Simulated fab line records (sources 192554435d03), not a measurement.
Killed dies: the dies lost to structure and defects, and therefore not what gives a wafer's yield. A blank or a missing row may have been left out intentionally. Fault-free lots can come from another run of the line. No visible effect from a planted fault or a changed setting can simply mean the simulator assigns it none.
Matching of chambers || flow n5 finfet || N5_BEOL_M9_CMP_52 on cmp-02 has 4 sister chambers
The step polishes, stops on SiCOH lowk, t overpolish 7 s, target thk 140 nm. 18 wafers are shown with their chamber, then 9 later ones without.

WAFERS PAIRED WITH THEIR CHAMBERS
{"wafer": "L074.3", "chamber": 2, "motor current A (A)": 5.6, "time to endpoint s (s)": 61, "platen rpm (rpm)": 50.01}
{"wafer": "L074.4", "chamber": 3, "motor current A (A)": 6.3, "time to endpoint s (s)": 70, "platen rpm (rpm)": 49.94}
{"wafer": "L074.6", "chamber": 1, "motor current A (A)": 7.3, "time to endpoint s (s)": 68, "platen rpm (rpm)": 50.03}
{"wafer": "L079.1", "chamber": 2, "motor current A (A)": 6.0, "time to endpoint s (s)": 63, "platen rpm (rpm)": 49.99}
{"wafer": "L079.4", "chamber": 3, "motor current A (A)": 6.5, "time to endpoint s (s)": 68, "platen rpm (rpm)": 49.98}
{"wafer": "L079.6", "chamber": 2, "motor current A (A)": 6.1, "time to endpoint s (s)": 65, "platen rpm (rpm)": 49.92}
{"wafer": "L084.1", "chamber": 2, "motor current A (A)": 6.2, "time to endpoint s (s)": 68, "platen rpm (rpm)": 49.92}
{"wafer": "L084.4", "chamber": 3, "motor current A (A)": 6.2, "time to endpoint s (s)": 73, "platen rpm (rpm)": 49.99}
{"wafer": "L084.6", "chamber": 0, "motor current A (A)": 6.5, "time to endpoint s (s)": 68, "platen rpm (rpm)": 50.02}
{"wafer": "L087.1", "chamber": 2, "motor current A (A)": 6.1, "time to endpoint s (s)": 66, "platen rpm (rpm)": 49.99}
{"wafer": "L087.3", "chamber": 1, "motor current A (A)": 6.9, "time to endpoint s (s)": 70, "platen rpm (rpm)": 49.99}
{"wafer": "L087.5", "chamber": 3, "motor current A (A)": 6.2, "time to endpoint s (s)": 71, "platen rpm (rpm)": 49.96}
{"wafer": "L092.1", "chamber": 1, "motor current A (A)": 7.2, "time to endpoint s (s)": 69, "platen rpm (rpm)": 50.00}
{"wafer": "L092.2", "chamber": 2, "motor current A (A)": 6.4, "time to endpoint s (s)": 60, "platen rpm (rpm)": 49.98}
{"wafer": "L092.3", "chamber": 0, "motor current A (A)": 6.3, "time to endpoint s (s)": 64, "platen rpm (rpm)": 50.00}
{"wafer": "L091.1", "chamber": 3, "motor current A (A)": 5.9, "time to endpoint s (s)": 66, "platen rpm (rpm)": 49.98}
{"wafer": "L091.2", "chamber": 0, "motor current A (A)": 6.2, "time to endpoint s (s)": 62, "platen rpm (rpm)": 50.00}
{"wafer": "L091.4", "chamber": 2, "motor current A (A)": 6.1, "time to endpoint s (s)": 60, "platen rpm (rpm)": 50.00}

SIGNATURES (means of the wafers above)
{"reading": "motor current A", "chamber 0": 6.333, "chamber 1": 7.133, "chamber 2": 6.071, "chamber 3": 6.220, "scatter within a chamber": 0.22}
{"reading": "time to endpoint s", "chamber 0": 64.67, "chamber 1": 69.00, "chamber 2": 63.29, "chamber 3": 69.60, "scatter within a chamber": 2.79}
{"reading": "platen rpm", "chamber 0": 50.0067, "chamber 1": 50.0067, "chamber 2": 49.9729, "chamber 3": 49.9700, "scatter within a chamber": 0.0281}
Rule: a wafer's distance from a chamber is the root of the sum, over the readings, of the square of ((its reading less the chamber's mean) divided by the reading's scatter). The wafer belongs to the nearest chamber; if the next one is less than 2 further off, it can't be placed. The scatter: the root of (the sum of the squares of (reading less its chamber's mean) over the shown wafers, divided by (wafers less chambers)).

WAFERS WHOSE CHAMBER IS MISSING
{"wafer": "L096.3", "motor current A (A)": 7.2, "time to endpoint s (s)": 66, "platen rpm (rpm)": 50.00}
{"wafer": "L096.5", "motor current A (A)": 6.4, "time to endpoint s (s)": 64, "platen rpm (rpm)": 50.02}
{"wafer": "L096.6", "motor current A (A)": 6.3, "time to endpoint s (s)": 64, "platen rpm (rpm)": 49.95}
{"wafer": "L095.2", "motor current A (A)": 7.3, "time to endpoint s (s)": 67, "platen rpm (rpm)": 49.97}
{"wafer": "L095.5", "motor current A (A)": 6.4, "time to endpoint s (s)": 64, "platen rpm (rpm)": 49.98}
{"wafer": "L095.6", "motor current A (A)": 6.0, "time to endpoint s (s)": 66, "platen rpm (rpm)": 49.91}
{"wafer": "L097.2", "motor current A (A)": 7.1, "time to endpoint s (s)": 70, "platen rpm (rpm)": 49.98}
{"wafer": "L097.3", "motor current A (A)": 6.4, "time to endpoint s (s)": 67, "platen rpm (rpm)": 49.99}
{"wafer": "L097.5", "motor current A (A)": 7.6, "time to endpoint s (s)": 71, "platen rpm (rpm)": 50.02}

WHICH CHAMBER EACH ONE RAN IN
{"wafer": "L096.3", "from the rows above": 1, "in truth": 1}
{"wafer": "L096.5", "from the rows above": "can't be placed: 0 or 2", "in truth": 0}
{"wafer": "L096.6", "from the rows above": "can't be placed: 2 or 0 or 3", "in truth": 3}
{"wafer": "L095.2", "from the rows above": 1, "in truth": 1}
{"wafer": "L095.5", "from the rows above": "can't be placed: 0 or 2 or 3", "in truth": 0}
{"wafer": "L095.6", "from the rows above": "can't be placed: 2 or 3 or 0", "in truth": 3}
{"wafer": "L097.2", "from the rows above": 1, "in truth": 1}
{"wafer": "L097.3", "from the rows above": "can't be placed: 0 or 3 or 2", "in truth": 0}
{"wafer": "L097.5", "from the rows above": 1, "in truth": 1}
Correct placement for 4 of the 9. These rows do not allow placing 5 (true chamber among the candidates in 5). Number placed wrongly: 0.
